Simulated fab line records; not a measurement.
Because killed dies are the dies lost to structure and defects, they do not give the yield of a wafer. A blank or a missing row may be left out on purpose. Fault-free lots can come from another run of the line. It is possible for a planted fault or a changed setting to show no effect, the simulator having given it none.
Chamber matching / flow nand-harc / 4 sister chambers for NHARC_P_CONTACT_ETCH_35 on rie-diel-09
The step etches the open film in CF4, target depth 39 nm, time 65 s. 8 wafers are shown with their chamber, then 9 later ones without.

== EACH WAFER AND ITS CHAMBER ==
wafer=L076.5; chamber=0; rf-vpp-V (V)=150.4; oes-product-au (a.u.)=0.993
wafer=L083.3; chamber=0; rf-vpp-V (V)=148.4; oes-product-au (a.u.)=1.004
wafer=L083.5; chamber=2; rf-vpp-V (V)=153.9; oes-product-au (a.u.)=1.005
wafer=L084.3; chamber=2; rf-vpp-V (V)=153.3; oes-product-au (a.u.)=0.994
wafer=L087.6; chamber=3; rf-vpp-V (V)=151.7; oes-product-au (a.u.)=0.996
wafer=L090.1; chamber=3; rf-vpp-V (V)=153.5; oes-product-au (a.u.)=0.999
wafer=L090.2; chamber=1; rf-vpp-V (V)=149.6; oes-product-au (a.u.)=0.991
wafer=L090.6; chamber=1; rf-vpp-V (V)=150.2; oes-product-au (a.u.)=0.990

== WAFERS WITHOUT THEIR CHAMBER ==
wafer=L089.2; rf-vpp-V (V)=152.4; oes-product-au (a.u.)=0.993
wafer=L089.4; rf-vpp-V (V)=149.4; oes-product-au (a.u.)=0.979
wafer=L089.6; rf-vpp-V (V)=152.4; oes-product-au (a.u.)=0.998
wafer=L091.1; rf-vpp-V (V)=151.9; oes-product-au (a.u.)=0.999
wafer=L091.2; rf-vpp-V (V)=151.4; oes-product-au (a.u.)=0.981
wafer=L091.6; rf-vpp-V (V)=152.2; oes-product-au (a.u.)=0.996
wafer=L093.3; rf-vpp-V (V)=152.8; oes-product-au (a.u.)=0.993
wafer=L093.4; rf-vpp-V (V)=151.2; oes-product-au (a.u.)=0.976
wafer=L093.5; rf-vpp-V (V)=153.6; oes-product-au (a.u.)=0.999

== THE CHAMBER EACH PASSED THROUGH ==
wafer=L089.2; from the rows above=can't be placed: 3 or 2 or 1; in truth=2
wafer=L089.4; from the rows above=can't be placed: 1 or 0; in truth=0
wafer=L089.6; from the rows above=can't be placed: 3 or 2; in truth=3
wafer=L091.1; from the rows above=can't be placed: 3 or 2 or 0 or 1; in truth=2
wafer=L091.2; from the rows above=can't be placed: 1 or 3 or 0 or 2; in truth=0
wafer=L091.6; from the rows above=can't be placed: 3 or 2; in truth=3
wafer=L093.3; from the rows above=can't be placed: 3 or 2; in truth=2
wafer=L093.4; from the rows above=can't be placed: 1 or 3 or 0 or 2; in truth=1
wafer=L093.5; from the rows above=can't be placed: 2 or 3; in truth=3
Correct placement for 0 of the 9. These rows do not allow placing 9 (true chamber among the candidates in 9). Wrongly placed: 0.
How it was worked out, from the rows above alone: a wafer's distance from a chamber is the root of the sum, over the readings, of the square of ((its reading less the chamber's mean) divided by the reading's scatter). The wafer belongs to the nearest chamber; if the next one is less than 2 further off, it can't be placed. Each chamber's mean is taken over the wafers shown for it. The scatter: take each reading less its chamber's mean, square it, sum over the shown wafers, divide by the number of wafers less the number of chambers, and take the root.
